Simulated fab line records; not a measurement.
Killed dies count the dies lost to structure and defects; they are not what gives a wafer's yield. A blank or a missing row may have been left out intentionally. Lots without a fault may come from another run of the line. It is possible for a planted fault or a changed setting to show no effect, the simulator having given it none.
Matching of chambers + flow n5 finfet + rie diel-02 running N5_BEOL_M4_STRIP_36: 4 sister chambers
The step strips in N2/H2. 36 wafers are shown with their chamber, then 12 later ones without.

## EACH WAFER AND ITS CHAMBER
| wafer  | chamber | drypump motor current A (A) | showerhead plenum p Torr (Torr) | throttle valve pct (%) |
|--------|---------|-----------------------------|---------------------------------|------------------------|
| L074.1 | 3       | 6.3                         | 2.60                            | 23.96                  |
| L074.2 | 0       | 6.4                         | 2.43                            | 23.93                  |
| L074.3 | 2       | 6.0                         | 2.66                            | 23.40                  |
| L074.4 | 1       | 6.2                         | 2.72                            | 23.52                  |
| L074.5 | 3       | 6.3                         | 2.60                            | 23.96                  |
| L074.6 | 0       | 6.4                         | 2.43                            | 23.95                  |
| L078.1 | 0       | 6.4                         | 2.43                            | 23.95                  |
| L078.2 | 2       | 6.0                         | 2.65                            | 23.44                  |
| L078.3 | 2       | 6.0                         | 2.65                            | 23.42                  |
| L078.4 | 0       | 6.4                         | 2.43                            | 23.97                  |
| L078.5 | 0       | 6.4                         | 2.43                            | 23.96                  |
| L078.6 | 2       | 6.0                         | 2.65                            | 23.41                  |
| L079.1 | 1       | 6.2                         | 2.72                            | 23.50                  |
| L079.2 | 2       | 6.0                         | 2.65                            | 23.42                  |
| L079.6 | 2       | 6.0                         | 2.65                            | 23.41                  |
| L080.2 | 1       | 6.2                         | 2.72                            | 23.53                  |
| L080.3 | 2       | 6.0                         | 2.65                            | 23.44                  |
| L080.4 | 2       | 6.0                         | 2.65                            | 23.42                  |
| L082.2 | 2       | 6.0                         | 2.65                            | 23.43                  |
| L082.3 | 0       | 6.4                         | 2.42                            | 23.98                  |
| L082.4 | 2       | 6.0                         | 2.65                            | 23.44                  |
| L081.2 | 1       | 6.2                         | 2.72                            | 23.55                  |
| L081.3 | 0       | 6.4                         | 2.42                            | 23.97                  |
| L081.5 | 0       | 6.4                         | 2.42                            | 23.95                  |
| L088.2 | 3       | 6.3                         | 2.58                            | 24.04                  |
| L088.3 | 0       | 6.4                         | 2.41                            | 24.01                  |
| L088.5 | 0       | 6.4                         | 2.41                            | 24.01                  |
| L095.2 | 2       | 6.0                         | 2.63                            | 23.48                  |
| L095.5 | 0       | 6.4                         | 2.41                            | 23.95                  |
| L095.6 | 3       | 6.4                         | 2.58                            | 23.96                  |
| L090.1 | 2       | 6.0                         | 2.63                            | 23.46                  |
| L090.3 | 3       | 6.3                         | 2.58                            | 24.00                  |
| L090.6 | 1       | 6.2                         | 2.70                            | 23.57                  |
| L085.2 | 2       | 6.0                         | 2.63                            | 23.47                  |
| L085.4 | 3       | 6.3                         | 2.58                            | 23.99                  |
| L085.6 | 2       | 6.0                         | 2.63                            | 23.47                  |

SIGNATURES, as means of the wafers listed above
| reading                  | chamber 0 | chamber 1 | chamber 2 | chamber 3 | scatter within a chamber |
|--------------------------|-----------|-----------|-----------|-----------|--------------------------|
| drypump motor current A  | 6.400     | 6.200     | 6.000     | 6.317     | 0.0161                   |
| showerhead plenum p Torr | 2.4218    | 2.7160    | 2.6450    | 2.5867    | 0.00963                  |
| throttle valve pct       | 23.9664   | 23.5340   | 23.4364   | 23.9850   | 0.0267                   |
Rule: for a wafer and a chamber, the distance is found by dividing, reading by reading, the gap between the wafer's reading and the chamber's mean by the reading's scatter, squaring, summing and taking the root. If the next closest chamber is less than 2 further off than the closest, the wafer can't be placed; otherwise it belongs to the closest. The scatter: the root of (the sum of the squares of (reading less its chamber's mean) over the shown wafers, divided by (wafers less chambers)).

## WAFERS WITH NO CHAMBER GIVEN
| wafer  | drypump motor current A (A) | showerhead plenum p Torr (Torr) | throttle valve pct (%) |
|--------|-----------------------------|---------------------------------|------------------------|
| L091.1 | 6.0                         | 2.63                            | 23.46                  |
| L091.2 | 6.4                         | 2.41                            | 24.01                  |
| L091.3 | 6.3                         | 2.58                            | 24.01                  |
| L096.1 | 6.2                         | 2.70                            | 23.60                  |
| L096.4 | 6.4                         | 2.41                            | 23.99                  |
| L096.5 | 6.4                         | 2.40                            | 24.02                  |
| L097.1 | 6.3                         | 2.58                            | 24.01                  |
| L097.2 | 6.0                         | 2.63                            | 23.48                  |
| L097.3 | 6.4                         | 2.40                            | 24.00                  |
| L097.4 | 6.2                         | 2.70                            | 23.60                  |
| L097.5 | 6.4                         | 2.40                            | 24.04                  |
| L097.6 | 6.3                         | 2.58                            | 24.01                  |

## WHICH CHAMBER EACH WENT THROUGH
| wafer  | from the rows above | in truth |
|--------|---------------------|----------|
| L091.1 | 2                   | 2        |
| L091.2 | 0                   | 0        |
| L091.3 | 3                   | 3        |
| L096.1 | 1                   | 1        |
| L096.4 | 0                   | 0        |
| L096.5 | 0                   | 0        |
| L097.1 | 3                   | 3        |
| L097.2 | 2                   | 2        |
| L097.3 | 0                   | 0        |
| L097.4 | 1                   | 1        |
| L097.5 | 0                   | 0        |
| L097.6 | 3                   | 3        |
12 of 12 placed correctly. From these rows, 0 cannot be placed. 0 placed wrongly.
